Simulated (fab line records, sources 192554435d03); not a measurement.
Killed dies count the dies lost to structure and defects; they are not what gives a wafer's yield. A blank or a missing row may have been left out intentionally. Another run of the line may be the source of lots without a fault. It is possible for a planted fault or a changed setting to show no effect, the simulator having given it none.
fab line records	flow n5-finfet
record lots=10	wafers=27	last-day=17
route steps=1938 shown BEOL_M4@1111 BEOL_M9@1455 BEOL_M10@1471 PASSIVATION@1936
lots that met no fault: from a run of the same line without faults
start-h: the number of hours between the record's first day and the start of the first shown wafer of the lot	wait-h: how many hours have passed since the lot's step before this one	" as in the row above	L1.1+2: several wafers, shown together as one row	- no value, or no start given	* or withheld: withheld	< > ~ a bound
route shown NAME@n: NAME is a module with steps in the file, n the number in the route of the first one	usual: mean and standard deviation over wafers with no fault	same: alike in all rows	chamber/n: place in a boat	sites: each site's reading	_std_site: the standard deviation of these	_edge_site: outer sites' mean less inner sites'	radius-mm: for every site, how far away it sits from the centre of the wafer	mask NAME#n: copy n	behind: tool/chamber where the wafer was last shaped	hold: why the lot went on hold/how many hours it stayed there/how the hold came to an end	device: the n, p or np transistor that did not switch	end of line: the tests these same wafers got at the end of their route	a step given without rows: its recipe and nothing more	killed: count of dies lost to structure and defects at first sort (not the wafer's yield)	map: shows each die of a wafer: x if killed, . if not, _ if none is there
set.NAME: the run value of the setting; set.NAME@STEP: its run value at that earlier step	model.NAME: the simulator's own value behind a step, which no gauge read
route steps across a sampled set of lots; one table per step, one row per wafer
services: when a tool's chamber went out of use (start-h, in hours from the record's first day, below 0 if earlier), for how many hours, and the reason
## steps
# step N5_BEOL_M4_RC_MEAS_101
# usual DIBL_N=36.2/2	DIBL_P=36.1/2.4	IOFF_N=0.16/0.035	IOFF_P=0.22/0.041	ION_N=675/14	ION_P=465/8.6	SS_N=71.5/0.64	SS_P=73.2/0.76	VT_N=250/3.9	VT_P=-249/3.4
lot.wafer	tool	chamber	start-h	wait-h	DIBL_N[mV/V]	DIBL_P[mV/V]	IOFF_N[nA/um]	IOFF_P[nA/um]	ION_N[uA/um]	ION_P[uA/um]	SS_N[mV/dec]	SS_P[mV/dec]	VT_N[mV]	VT_P[mV]
L711.2	prober-02	0	175.05	0.2	38.0	37.1	0.19	0.23	692	470	72.1	73.5	247	-248
L711.5	"	0	"	"	38.1	37.0	0.19	0.22	686	465	71.9	73.8	249	-252
L721.1	prober-02	0	226.98	0.0	36.6	35.6	0.15	0.20	679	463	71.3	73.9	250	-251
L721.2	"	0	"	"	39.9	38.2	0.20	0.24	688	464	72.2	74.2	248	-248
L721.5	"	0	"	"	39.2	39.2	0.21	0.23	693	468	72.0	74.3	246	-249
L722.3	prober-01	0	245.55	0.3	38.2	39.7	0.21	0.33	696	486	71.9	73.6	245	-240
L722.4	"	0	"	"	35.1	34.7	0.14	0.23	664	467	71.1	73.7	249	-247
L722.5	"	0	"	"	32.3	31.9	0.10	0.18	664	468	70.6	70.9	255	-249
L723.3	prober-02	0	256.79	0.3	34.5	37.1	0.17	0.26	700	483	71.5	73.2	245	-246
L723.4	"	0	"	"	37.8	40.2	0.21	0.30	692	479	72.4	73.9	248	-243
L723.6	"	0	"	"	36.8	39.5	0.19	0.29	701	482	71.1	73.4	248	-244
L727.3	prober-01	0	264.55	0.3	36.6	37.2	0.16	0.23	677	472	71.4	72.4	249	-246
L727.6	"	0	"	"	33.0	31.7	0.10	0.16	653	453	71.0	71.6	255	-251
L728.1	prober-02	0	272.29	0.0	34.9	33.2	0.13	0.18	677	466	70.9	72.7	251	-251
L728.3	"	0	"	"	38.7	37.5	0.19	0.24	674	463	72.2	74.4	248	-247
L728.6	"	0	"	"	40.8	40.7	0.24	0.28	703	472	72.0	74.0	243	-247
L730.2	prober-02	0	293.23	0.2	34.1	34.6	0.12	0.19	664	465	71.1	73.1	257	-251
L730.3	"	0	"	"	36.5	36.2	0.16	0.19	652	443	72.1	74.3	251	-254
L732.1	prober-02	0	295.93	0.0	35.1	34.5	0.12	0.15	673	450	70.5	73.3	255	-255
L732.3	"	0	"	"	39.0	38.9	0.17	0.20	664	453	72.7	74.4	254	-252
L732.6	"	0	"	"	39.5	40.1	0.18	0.21	679	456	72.6	73.8	256	-253
L731.1	prober-02	0	297.34	0.0	38.8	35.0	0.19	0.21	685	461	71.5	73.3	249	-251
L731.4	"	0	"	"	36.6	34.5	0.15	0.21	670	461	71.7	73.6	250	-249
L731.5	"	0	"	"	33.3	30.0	0.10	0.16	654	456	70.7	71.6	254	-252
L733.2	prober-01	0	298.72	0.2	36.4	34.9	0.14	0.19	669	456	71.8	72.9	253	-251
L733.3	"	0	"	"	37.7	37.5	0.19	0.22	682	464	71.5	74.7	247	-251
L733.5	"	0	"	"	38.0	37.4	0.18	0.24	678	461	72.2	74.3	250	-246
# step N5_BEOL_M9_CURE_72
# recipe temp-c=370	time-s=120	ambient=DMADMS/He	material=SiCOH_lowk
# usual lamp-power-pct=52.32/0.052	run-length-s=178.1/1	wafer_temp_C_max=372.1/0.64
lot.wafer	tool	chamber	start-h	wait-h	lamp-power-pct	run-length-s	wafer_temp_C_max
L711.2	uv-cure-02	1	226.53	0.1	52.26	177.9	372.6
L711.5	"	1	"	"	52.28	178.2	372.7
L721.1	uv-cure-02	2	272.89	0.0	52.35	177.3	372.5
L721.2	"	2	"	"	52.33	177.5	371.7
L721.5	"	2	"	"	52.36	178.0	372.4
L722.3	uv-cure-01	2	292.83	0.1	52.38	177.7	372.1
L722.4	"	2	"	"	52.51	178.0	372.4
L722.5	"	2	"	"	52.36	178.0	372.2
L723.3	uv-cure-01	2	300.23	0.4	52.38	178.9	372.6
L723.4	"	2	"	"	52.36	177.7	372.0
L723.6	"	2	"	"	52.29	178.0	372.5
L727.3	uv-cure-03	2	308.89	0.1	52.34	178.0	372.5
L727.6	"	2	"	"	52.33	177.7	372.2
L728.1	uv-cure-03	2	311.93	0.0	52.25	177.8	371.4
L728.3	"	2	"	"	52.36	177.2	372.7
L728.6	"	2	"	"	52.33	177.2	371.9
L730.2	uv-cure-02	2	336.34	0.1	52.39	177.3	373.9
L730.3	"	2	"	"	52.40	177.8	372.8
L732.1	uv-cure-03	0	339.06	0.0	52.35	177.5	370.9
L732.3	"	0	"	"	52.26	177.5	371.0
L732.6	"	0	"	"	52.27	177.3	371.6
L733.2	uv-cure-01	1	346.25	0.1	52.29	177.4	372.3
L733.3	"	1	"	"	52.34	177.2	373.1
L733.5	"	1	"	"	52.31	177.1	372.5
L731.1	uv-cure-01	1	348.98	0.3	52.26	177.3	372.6
L731.4	"	1	"	"	52.24	177.1	373.8
L731.5	"	1	"	"	52.32	177.1	372.4
# step N5_BEOL_M9_CMP_52
# recipe stop-on=SiCOH_lowk	t-overpolish-s=7	down-force-psi=1	platen-rpm=50	clearing-platen-down-force-psi=1.5	clearing-platen-rpm=50	post-cmp-clean=cu-alkaline	target-thk-nm=140	clearing-platen-pad-velocity-m-s=0.99484	pad-velocity-m-s=0.99484
# usual barrier-field-endpoint-s=28.8/0.91	clearing-platen-down-force-psi=1.500/0.0034	motor-current-A=6.2/0.74	overpolish-run-s=7.002/0.0086	platen-rpm=50.00/0.035	retaining-ring-pressure-frac=1.000/0.0046	time-to-endpoint-s=67/4.8
lot.wafer	tool	chamber	start-h	wait-h	barrier-field-endpoint-s	clearing-platen-down-force-psi	motor-current-A	overpolish-run-s	platen-rpm	retaining-ring-pressure-frac	time-to-endpoint-s
L711.2	cmp-03	3	228.44	0.3	27.6	1.495	7.6	6.996	49.99	1.001	62
L711.5	"	0	"	"	29.0	1.497	6.1	7.026	49.99	1.006	63
L721.2	cmp-04	0	277.13	0.2	27.9	1.495	5.7	7.011	50.08	1.000	71
L721.1	"	1	"	"	29.0	1.502	5.8	7.013	50.03	1.004	68
L721.5	"	3	"	"	28.1	1.507	6.8	6.997	50.05	1.005	69
L722.3	cmp-01	3	294.53	0.2	27.8	1.499	6.3	7.012	50.07	0.993	69
L722.4	"	2	"	"	28.4	1.493	6.4	7.016	50.05	1.005	67
L722.5	"	3	"	"	28.3	1.499	6.2	7.009	50.06	0.989	69
L723.3	cmp-01	2	302.04	0.2	28.5	1.503	6.4	7.010	50.02	0.994	64
L723.4	"	3	"	"	29.8	1.501	6.0	6.996	49.99	0.998	71
L723.6	"	3	"	"	29.3	1.499	6.4	6.994	50.03	0.997	68
L727.3	cmp-01	3	311.38	0.2	28.3	1.505	6.1	7.009	50.02	0.997	66
L727.6	"	0	"	"	26.4	1.499	5.3	7.000	50.07	1.002	54
L728.1	cmp-01	1	314.86	0.3	28.4	1.499	6.3	6.997	50.03	0.999	64
L728.3	"	0	"	"	27.2	1.500	5.0	7.005	50.06	0.997	59
L728.6	"	2	"	"	29.4	1.496	6.4	7.006	50.03	1.003	68
L730.3	cmp-03	2	340.30	0.3	29.5	1.496	5.8	7.011	50.00	0.997	67
L730.2	"	3	"	"	28.9	1.508	8.3	6.992	49.98	1.005	64
L732.3	cmp-04	1	341.12	0.2	28.6	1.494	5.8	7.006	50.01	1.005	64
L732.1	"	2	"	"	29.3	1.499	6.6	6.998	49.98	0.992	69
L732.6	"	2	"	"	29.8	1.500	6.2	6.985	49.94	0.998	71
L733.2	cmp-01	2	348.67	0.2	28.8	1.501	6.5	6.995	49.97	1.003	67
L733.3	"	3	"	"	30.0	1.501	6.2	6.992	50.01	0.995	68
L733.5	"	2	"	"	29.1	1.502	6.4	6.998	49.98	0.993	64
L731.4	cmp-03	0	351.85	0.2	29.7	1.506	6.2	7.000	49.99	1.000	70
L731.1	"	1	"	"	29.2	1.502	5.0	7.009	50.00	1.002	66
L731.5	"	3	"	"	28.8	1.497	7.8	6.992	50.04	0.999	66
# step N5_BEOL_M10_CURE_71
# recipe temp-c=385	time-s=240	ambient=He/Ar	material=SiCOH_lowk
# usual lamp-power-pct=52.31/0.055	run-length-s=286.1/1.1	wafer_temp_C_max=387.0/0.66
lot.wafer	tool	chamber	start-h	wait-h	lamp-power-pct	run-length-s	wafer_temp_C_max
L711.2	uv-cure-02	1	229.07	0.2	52.27	286.8	387.7
L711.5	"	1	"	"	52.29	286.3	386.5
L721.1	uv-cure-02	0	277.79	0.2	-	-	-
L721.2	"	0	"	"	-	-	-
L721.5	"	0	"	"	-	-	-
L722.3	uv-cure-02	1	295.26	0.2	-	-	-
L722.4	"	1	"	"	-	-	-
L722.5	"	1	"	"	-	-	-
L723.3	uv-cure-01	0	302.84	0.3	-	-	-
L723.4	"	0	"	"	-	-	-
L723.6	"	0	"	"	-	-	-
L727.3	uv-cure-02	0	312.27	0.4	52.26	290.1	387.5
L727.6	"	0	"	"	52.30	290.9	387.0
L728.1	uv-cure-03	1	315.43	0.0	52.33	285.2	387.2
L728.3	"	1	"	"	52.23	285.4	386.6
L728.6	"	1	"	"	52.34	285.0	386.6
L730.2	uv-cure-01	0	340.94	0.2	52.30	286.4	386.1
L730.3	"	0	"	"	52.32	286.9	386.1
L732.1	uv-cure-03	0	341.72	0.1	52.28	286.0	386.6
L732.3	"	0	"	"	52.37	285.5	387.3
L732.6	"	0	"	"	52.25	285.7	386.3
L733.2	uv-cure-01	0	349.36	0.2	52.43	286.4	385.9
L733.3	"	0	"	"	52.34	286.4	386.5
L733.5	"	0	"	"	52.20	286.5	386.4
L731.1	uv-cure-01	0	352.38	0.1	52.29	286.7	386.3
L731.4	"	0	"	"	52.35	286.8	386.3
L731.5	"	0	"	"	52.32	286.6	386.5
# step N5_BEOL_M10_THK_MEAS_01
# recipe reads=SiCOH_lowk_of_BEOL_M10_ILD_DEP_00
# usual M10_ILD_THK=268/3.6
lot.wafer	tool	chamber	start-h	wait-h	M10_ILD_THK[nm]
L711.2	film-metro-02	-	229.50	0.4	267
L711.5	"	-	"	"	272
L721.1	film-metro-02	-	278.30	0.4	309
L721.2	"	-	"	"	305
L721.5	"	-	"	"	309
L722.3	film-metro-01	-	295.61	0.3	314
L722.4	"	-	"	"	312
L722.5	"	-	"	"	316
L723.3	film-metro-02	-	303.19	0.3	302
L723.4	"	-	"	"	307
L723.6	"	-	"	"	309
L727.3	film-metro-02	-	312.94	0.5	264
L727.6	"	-	"	"	272
L728.1	film-metro-01	-	315.95	0.4	266
L728.3	"	-	"	"	271
L728.6	"	-	"	"	273
L730.2	film-metro-01	-	341.37	0.4	263
L730.3	"	-	"	"	267
L732.1	film-metro-01	-	342.23	0.4	261
L732.3	"	-	"	"	266
L732.6	"	-	"	"	271
L733.2	film-metro-02	-	349.79	0.4	267
L733.3	"	-	"	"	275
L733.5	"	-	"	"	274
L731.1	film-metro-01	-	352.89	0.4	266
L731.4	"	-	"	"	271
L731.5	"	-	"	"	267
# step N5_BEOL_M10_HM_DEP_02
# recipe material=TiN	target-thk-a=200	temp-c=25	chamber-pressure-pa=0.49996
# usual substrate-temp-c=24.99/0.1	throttle-valve-pct=30.3/0.81
lot.wafer	tool	chamber	start-h	wait-h	substrate-temp-c	throttle-valve-pct
L711.2	pvd-sputter-03	-	231.49	1.9	24.90	30.6
L711.5	"	-	"	"	25.00	29.4
L721.1	pvd-sputter-03	-	279.71	1.3	25.01	30.7
L721.2	"	-	"	"	25.17	30.5
L721.5	"	-	"	"	25.05	30.6
L722.3	pvd-sputter-01	-	296.76	1.1	25.03	30.8
L722.4	"	-	"	"	24.83	30.9
L722.5	"	-	"	"	25.01	30.3
L723.3	pvd-sputter-01	-	304.33	1.1	25.07	30.5
L723.4	"	-	"	"	25.13	30.1
L723.6	"	-	"	"	24.96	30.4
L727.3	pvd-sputter-01	-	314.06	1.1	24.90	29.4
L727.6	"	-	"	"	24.91	30.6
L728.1	pvd-sputter-02	-	316.99	1.0	25.11	31.0
L728.3	"	-	"	"	25.13	32.3
L728.6	"	-	"	"	25.13	30.9
L730.2	pvd-sputter-01	-	345.49	4.1	25.00	30.8
L730.3	"	-	"	"	25.05	29.8
L732.1	pvd-sputter-01	-	345.89	3.6	25.04	29.6
L732.3	"	-	"	"	24.90	30.5
L732.6	"	-	"	"	25.07	29.5
L733.2	pvd-sputter-02	-	350.64	0.8	24.93	32.5
L733.3	"	-	"	"	25.04	29.4
L733.5	"	-	"	"	24.98	31.1
L731.1	pvd-sputter-02	-	356.92	4.0	25.21	32.5
L731.4	"	-	"	"	24.97	29.5
L731.5	"	-	"	"	25.01	30.9
# step N5_PASSIVATION_PROBE_49
# usual defect-limited-yield=91.1/1.4	killed_at_M0_to_M3=36/9.9	killed_at_M4_up=13/5.8	killed-at-contacts=14/5.9	killed-at-front-end=39/11	killed-at-other=3.4/2.9	killed-dies=105/17	killed-on-rim=15/3.9	killed-open=70/13	killed-short=34/7.3	sort_bin_4_leakage=0.00/0.0072	sort_bin_5_function=5.3/1	sort_bin_6_memory=3.3/0.62	sort-n-pass=1075/17	sort-yield-pct=91.1/1.4
# same gross-dies=1180	killed-at-back-side=0	sort_bin_8_speed[%]=0
lot.wafer	tool	chamber	start-h	wait-h	defect-limited-yield[%]	killed_at_M0_to_M3	killed_at_M4_up	killed-at-contacts	killed-at-front-end	killed-at-other	killed-dies	killed-on-rim	killed-open	killed-short	sort_bin_4_leakage[%]	sort_bin_5_function[%]	sort_bin_6_memory[%]	sort-n-pass	sort-yield-pct[%]
L711.2	prober-02	-	292.06	0.1	90.3	37	18	18	40	2	115	20	77	36	0	5.8	3.3	1065	90.3
L711.5	prober-02	-	292.21	0.2	91.6	26	16	12	44	1	99	11	72	24	0	5.5	2.5	1081	91.6
L721.1	prober-02	-	333.56	0.4	72.5	273	14	7	28	3	325	47	57	23	0	17.3	8.8	855	72.5
L721.2	prober-02	-	333.61	0.4	71.5	278	18	15	22	3	336	45	55	30	0	17.4	9.7	844	71.5
L721.5	prober-02	-	333.76	0.6	71.4	262	25	14	37	0	338	47	74	25	0	15.9	11.2	842	71.4
L722.3	prober-01	-	353.81	0.1	85.3	121	6	18	23	6	174	29	65	27	0.08	9.1	5.1	1005	85.2
L722.4	prober-01	-	353.86	0.2	85.7	107	13	5	37	7	169	28	65	22	0	8.2	5.4	1011	85.7
L722.5	prober-01	-	353.91	0.2	83.1	101	19	15	57	8	200	24	84	40	0	10.9	5.3	980	83.1
L723.3	prober-02	-	355.19	0.1	91.5	37	9	12	40	2	100	7	72	27	0	4.7	3.5	1080	91.5
L723.4	prober-02	-	355.24	0.2	91.5	37	16	7	38	2	100	16	61	38	0	5.0	3.1	1080	91.5
L723.6	prober-02	-	355.34	0.3	93.5	23	9	5	38	2	77	12	49	28	0	3.8	2.6	1103	93.5
L727.3	prober-01	-	379.18	0.1	88.9	56	16	16	42	1	131	17	92	38	0	6.9	3.6	1049	88.9
L727.6	prober-01	-	379.33	0.3	89.2	47	14	25	41	0	127	17	82	44	0	6.6	3.7	1053	89.2
L728.1	prober-02	-	385.70	0.0	92.4	25	21	13	29	2	90	12	60	28	0	4.6	2.7	1090	92.4
L728.3	prober-02	-	385.80	0.1	92.0	23	10	17	41	3	94	9	68	24	0	4.2	3.6	1086	92.0
L728.6	prober-02	-	385.95	0.3	93.7	17	11	9	30	7	74	11	55	16	0	3.6	2.5	1106	93.7
L730.2	prober-01	-	399.43	0.1	89.8	42	15	9	52	2	120	16	75	42	0	6.3	3.6	1060	89.8
L730.3	prober-01	-	399.48	0.1	89.2	44	21	11	52	0	128	21	85	39	0	6.4	4.1	1052	89.2
L732.1	prober-01	-	400.45	0.0	91.9	34	11	15	36	0	96	23	65	28	0	4.7	2.9	1084	91.9
L732.3	prober-01	-	400.55	0.1	91.4	37	16	21	25	2	101	15	66	34	0	4.8	3.5	1079	91.4
L732.6	prober-01	-	400.70	0.3	91.1	45	15	17	26	2	105	11	68	36	0	5.4	3.2	1075	91.1
L733.2	prober-02	-	404.79	0.1	90.6	36	18	23	26	8	111	12	77	34	0	5.3	3.8	1069	90.6
L733.3	prober-02	-	404.84	0.1	89.2	34	15	29	43	7	128	18	97	31	0	6.9	3.7	1052	89.2
L733.5	prober-02	-	404.94	0.2	91.3	38	11	19	31	4	103	14	62	41	0	4.8	3.7	1077	91.3
L731.1	prober-01	-	411.01	0.0	90.9	30	32	10	29	6	107	15	77	27	0	5.9	2.7	1073	90.9
L731.4	prober-01	-	411.16	0.2	91.8	19	25	17	35	1	97	11	68	29	0	4.7	3.1	1083	91.8
L731.5	prober-01	-	411.21	0.2	91.4	29	20	15	36	1	101	17	70	30	0	5.7	2.5	1079	91.4
# killed by level:class
L711.2 MOL_CONTACT_COAG:geometric-particle:open=16 BEOL_M2:geometric-particle:open=9 FIN_SAQP:geometric-particle:open=8 FIN_SAQP:geometric-particle:short=8 BEOL_M4:geometric-particle:open=8 BEOL_M1:geometric-particle:open=7 BEOL_M3:geometric-particle:open=7 GATE_CUT:geometric-particle:short=6
L711.5 MOL_CONTACT_COAG:geometric-particle:open=11 DUMMY_GATE:geometric-particle:open=10 BEOL_M4:geometric-particle:open=9 STI_FIN_REVEAL:geometric-particle:open=8 BEOL_M0_SAQP:geometric-particle:open=6 BEOL_M0_SAQP:geometric-particle:short=5 BEOL_M3:geometric-particle:open=5 FIN_SAQP:geometric-particle:open=4
L721.1 BEOL_M2:area-expose=242 BEOL_M3:geometric-particle:open=12 BEOL_M4:geometric-particle:open=8 BEOL_M2:geometric-particle:open=8 STI_FIN_REVEAL:geometric-particle:open=7 MOL_CONTACT_COAG:geometric-particle:open=4 BEOL_M0_SAQP:geometric-particle:open=4 GATE_CUT:geometric-particle:short=3
L721.2 BEOL_M2:area-expose=250 MOL_CONTACT_COAG:geometric-particle:open=13 BEOL_M0_SAQP:geometric-particle:short=11 BEOL_M4:geometric-particle:open=11 BEOL_M0_SAQP:geometric-particle:open=8 GATE_CUT:geometric-particle:short=4 FIN_SAQP:geometric-particle:short=3 GATE_CUT:geometric-particle:open=3
L721.5 BEOL_M2:area-expose=238 BEOL_M4:geometric-particle:open=12 MOL_CONTACT_COAG:geometric-particle:open=11 BEOL_M2:geometric-particle:open=9 STI_FIN_REVEAL:geometric-particle:open=7 DUMMY_GATE:geometric-particle:open=7 FIN_SAQP:geometric-particle:short=5 BEOL_M1:geometric-particle:open=5
L722.3 BEOL_M2:area-expose=80 MOL_CONTACT_COAG:geometric-particle:open=14 BEOL_M2:geometric-particle:open=11 BEOL_M0_SAQP:geometric-particle:open=8 BEOL_M3:geometric-particle:open=7 FIN_SAQP:geometric-particle:open=4 MOL_CONTACT_COAG:geometric-particle:short=4 MIM_TOP_ETCH:geometric-particle:short=4
L722.4 BEOL_M2:area-expose=78 STI_FIN_REVEAL:geometric-particle:open=10 BEOL_M0_SAQP:geometric-particle:open=9 BEOL_M4:geometric-particle:open=7 MOL_CONTACT_COAG:geometric-particle:open=5 BEOL_M0_SAQP:geometric-particle:short=5 FIN_SAQP:geometric-particle:short=4 BEOL_M3:geometric-particle:open=4
L722.5 BEOL_M2:area-expose=74 FIN_SAQP:geometric-particle:open=19 MOL_CONTACT_COAG:geometric-particle:open=11 BEOL_M5:geometric-particle:open=9 STI_FIN_REVEAL:geometric-particle:open=6 GATE_CUT:geometric-particle:short=6 BEOL_M2:geometric-particle:open=6 FIN_SAQP:geometric-particle:short=5
L723.3 STI_FIN_REVEAL:geometric-particle:open=19 BEOL_M0_SAQP:geometric-particle:open=14 MOL_CONTACT_COAG:geometric-particle:open=10 FIN_SAQP:geometric-particle:open=8 BEOL_M0_SAQP:geometric-particle:short=7 BEOL_M2:geometric-particle:open=6 GATE_CUT:geometric-particle:short=5 FIN_SAQP:geometric-particle:short=3
L723.4 BEOL_M0_SAQP:geometric-particle:open=17 BEOL_M4:geometric-particle:open=11 BEOL_M0_SAQP:geometric-particle:short=10 FIN_SAQP:geometric-particle:short=8 BEOL_M3:geometric-particle:short=7 FIN_SAQP:geometric-particle:open=6 STI_FIN_REVEAL:geometric-particle:open=6 GATE_CUT:geometric-particle:short=5
L723.6 STI_FIN_REVEAL:geometric-particle:open=12 BEOL_M0_SAQP:geometric-particle:open=11 FIN_SAQP:geometric-particle:short=9 BEOL_M0_SAQP:geometric-particle:short=7 MOL_CONTACT_COAG:geometric-particle:open=5 FIN_SAQP:geometric-particle:open=4 GATE_CUT:geometric-particle:short=4 STI_FIN_REVEAL:geometric-particle:short=3
L727.3 BEOL_M2:geometric-particle:open=18 STI_FIN_REVEAL:geometric-particle:open=17 MOL_CONTACT_COAG:geometric-particle:open=15 BEOL_M0_SAQP:geometric-particle:open=13 BEOL_M0_SAQP:geometric-particle:short=12 BEOL_M1:geometric-particle:open=7 FIN_SAQP:geometric-particle:short=6 BEOL_M4:geometric-particle:open=5
L727.6 MOL_CONTACT_COAG:geometric-particle:open=21 BEOL_M0_SAQP:geometric-particle:short=15 STI_FIN_REVEAL:geometric-particle:open=14 BEOL_M0_SAQP:geometric-particle:open=12 BEOL_M2:geometric-particle:open=9 GATE_CUT:geometric-particle:short=7 FIN_SAQP:geometric-particle:short=4 BEOL_M5:geometric-particle:open=4
L728.1 BEOL_M4:geometric-particle:open=12 MOL_CONTACT_COAG:geometric-particle:open=9 STI_FIN_REVEAL:geometric-particle:open=8 BEOL_M0_SAQP:geometric-particle:short=5 GATE_CUT:geometric-particle:short=5 MOL_CONTACT_COAG:geometric-particle:short=4 BEOL_M0_SAQP:geometric-particle:open=4 BEOL_M2:geometric-particle:open=4
L728.3 MOL_CONTACT_COAG:geometric-particle:open=14 STI_FIN_REVEAL:geometric-particle:open=12 FIN_SAQP:geometric-particle:open=7 BEOL_M1:geometric-particle:open=6 BEOL_M2:geometric-particle:open=5 DUMMY_GATE:geometric-particle:open=4 GATE_CUT:geometric-particle:open=4 STI_FIN_REVEAL:geometric-particle:short=3
L728.6 FIN_SAQP:geometric-particle:open=12 MOL_CONTACT_COAG:geometric-particle:open=8 STI_FIN_REVEAL:geometric-particle:open=7 BEOL_M0_SAQP:geometric-particle:short=5 BEOL_M0_SAQP:geometric-particle:open=4 BEOL_M3:geometric-particle:open=3 BEOL_M4:geometric-particle:open=3 BEOL_M2:geometric-particle:open=3
L730.2 FIN_SAQP:geometric-particle:short=16 FIN_SAQP:geometric-particle:open=11 BEOL_M3:geometric-particle:open=10 STI_FIN_REVEAL:geometric-particle:open=9 BEOL_M2:geometric-particle:open=8 BEOL_M0_SAQP:geometric-particle:open=8 MOL_CONTACT_COAG:geometric-particle:open=7 BEOL_M0_SAQP:geometric-particle:short=6
L730.3 FIN_SAQP:geometric-particle:open=14 BEOL_M2:geometric-particle:open=12 BEOL_M3:geometric-particle:open=11 BEOL_M4:geometric-particle:open=11 STI_FIN_REVEAL:geometric-particle:open=8 MOL_CONTACT_COAG:geometric-particle:open=7 FIN_SAQP:geometric-particle:short=6 BEOL_M0_SAQP:geometric-particle:short=6
L732.1 MOL_CONTACT_COAG:geometric-particle:open=11 STI_FIN_REVEAL:geometric-particle:open=9 BEOL_M0_SAQP:geometric-particle:short=8 FIN_SAQP:geometric-particle:open=7 GATE_CUT:geometric-particle:open=7 BEOL_M3:geometric-particle:open=7 BEOL_M2:geometric-particle:open=6 FIN_SAQP:geometric-particle:short=4
L732.3 MOL_CONTACT_COAG:geometric-particle:open=14 BEOL_M0_SAQP:geometric-particle:short=13 STI_FIN_REVEAL:geometric-particle:open=7 MOL_CONTACT_COAG:geometric-particle:short=7 BEOL_M2:geometric-particle:open=7 BEOL_M4:geometric-particle:open=7 FIN_SAQP:geometric-particle:open=5 BEOL_M3:geometric-particle:open=5
L732.6 MOL_CONTACT_COAG:geometric-particle:open=15 BEOL_M0_SAQP:geometric-particle:short=12 BEOL_M1:geometric-particle:open=10 BEOL_M0_SAQP:geometric-particle:open=7 FIN_SAQP:geometric-particle:short=6 FIN_SAQP:geometric-particle:open=5 BEOL_M3:geometric-particle:open=5 BEOL_M4:geometric-particle:open=4
L733.2 MOL_CONTACT_COAG:geometric-particle:open=21 BEOL_M0_SAQP:geometric-particle:short=11 BEOL_M0_SAQP:geometric-particle:open=10 FIN_SAQP:geometric-particle:open=9 BEOL_M5:geometric-particle:open=7 STI_FIN_REVEAL:geometric-particle:open=6 BEOL_M1:geometric-particle:open=5 FIN_SAQP:geometric-particle:short=4
L733.3 MOL_CONTACT_COAG:geometric-particle:open=27 STI_FIN_REVEAL:geometric-particle:open=11 BEOL_M0_SAQP:geometric-particle:open=9 FIN_SAQP:geometric-particle:open=7 BEOL_M4:geometric-particle:open=7 BEOL_M0_SAQP:geometric-particle:short=6 BEOL_M2:geometric-particle:open=6 FIN_SAQP:geometric-particle:short=5
L733.5 MOL_CONTACT_COAG:geometric-particle:open=15 BEOL_M0_SAQP:geometric-particle:short=15 FIN_SAQP:geometric-particle:short=7 STI_FIN_REVEAL:geometric-particle:open=7 BEOL_M0_SAQP:geometric-particle:open=7 BEOL_M3:geometric-particle:open=6 FIN_SAQP:geometric-particle:open=4 MOL_CONTACT_COAG:geometric-particle:short=4
L731.1 BEOL_M4:geometric-particle:open=22 MOL_CONTACT_COAG:geometric-particle:open=10 BEOL_M2:geometric-particle:open=9 BEOL_M0_SAQP:geometric-particle:open=7 STI_FIN_REVEAL:geometric-particle:open=6 BEOL_M4:geometric-particle:short=6 DUMMY_GATE:geometric-particle:open=5 BEOL_M3:geometric-particle:open=5
L731.4 BEOL_M4:geometric-particle:open=18 MOL_CONTACT_COAG:geometric-particle:open=13 FIN_SAQP:geometric-particle:short=8 DUMMY_GATE:geometric-particle:open=7 STI_FIN_REVEAL:geometric-particle:open=5 BEOL_M2:geometric-particle:open=5 BEOL_M3:geometric-particle:open=5 MOL_CONTACT_COAG:geometric-particle:short=4
L731.5 MOL_CONTACT_COAG:geometric-particle:open=15 BEOL_M4:geometric-particle:open=14 STI_FIN_REVEAL:geometric-particle:open=11 BEOL_M3:geometric-particle:open=10 FIN_SAQP:geometric-particle:short=6 BEOL_M3:geometric-particle:short=6 DUMMY_GATE:geometric-particle:open=5 STARTING-WAFER:geometric-particle:short=5
## services
tool	chamber	start-h	hours	kind
cmp-01	-	203.65	-	consumable-replace:conditioner
cmp-01	-	203.65	-	consumable-replace:pad
uv-cure-01	-	219.95	0.9	repair
cmp-04	-	220.54	7.4	pm
uv-cure-01	-	244.78	7.5	pm
cmp-01	-	248.64	0.6	repair
cmp-03	-	250.05	1.6	repair
cmp-01	-	251.86	0.9	repair
cmp-01	-	270.30	3.7	repair
cmp-04	-	280.31	0.6	repair
cmp-03	-	293.91	4.0	pm
cmp-03	-	297.91	-	consumable-replace:conditioner
cmp-03	-	297.91	-	consumable-replace:pad
uv-cure-02	-	299.33	7.5	pm
cmp-04	-	312.68	0.7	repair
cmp-03	-	314.87	4.0	pm
cmp-01	-	333.27	0.5	repair
cmp-04	-	342.31	2.2	repair
cmp-01	-	343.67	0.3	repair
cmp-04	-	344.71	2.0	repair
## key
first-sign step=N5_BEOL_M10_CURE_71	reading=tool-record	direction=missing
effect step=N5_BEOL_M10_THK_MEAS_01	reading=M10_ILD_THK	direction=up	sigmas=11	usual=268	struck=309
met-at N5_BEOL_M10_CURE_71
struck-lots L721,L722,L723
not-acting-at N5_BEOL_M9_CURE_72,N5_BEOL_M9_CMP_52,N5_BEOL_M10_HM_DEP_02
onset-between 229.07 277.79
earlier-fault kind=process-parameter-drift	tool=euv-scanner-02	chamber=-	onset-h=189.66	steps=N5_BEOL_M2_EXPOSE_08	channel=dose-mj	offset=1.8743	shape=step	acts-in=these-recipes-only	stated=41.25
fault kind=skipped-step-whole	tool=uv-cure-01,uv-cure-02	chamber=-	onset-h=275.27	steps=N5_BEOL_M10_CURE_71	scope=struck-lots-only
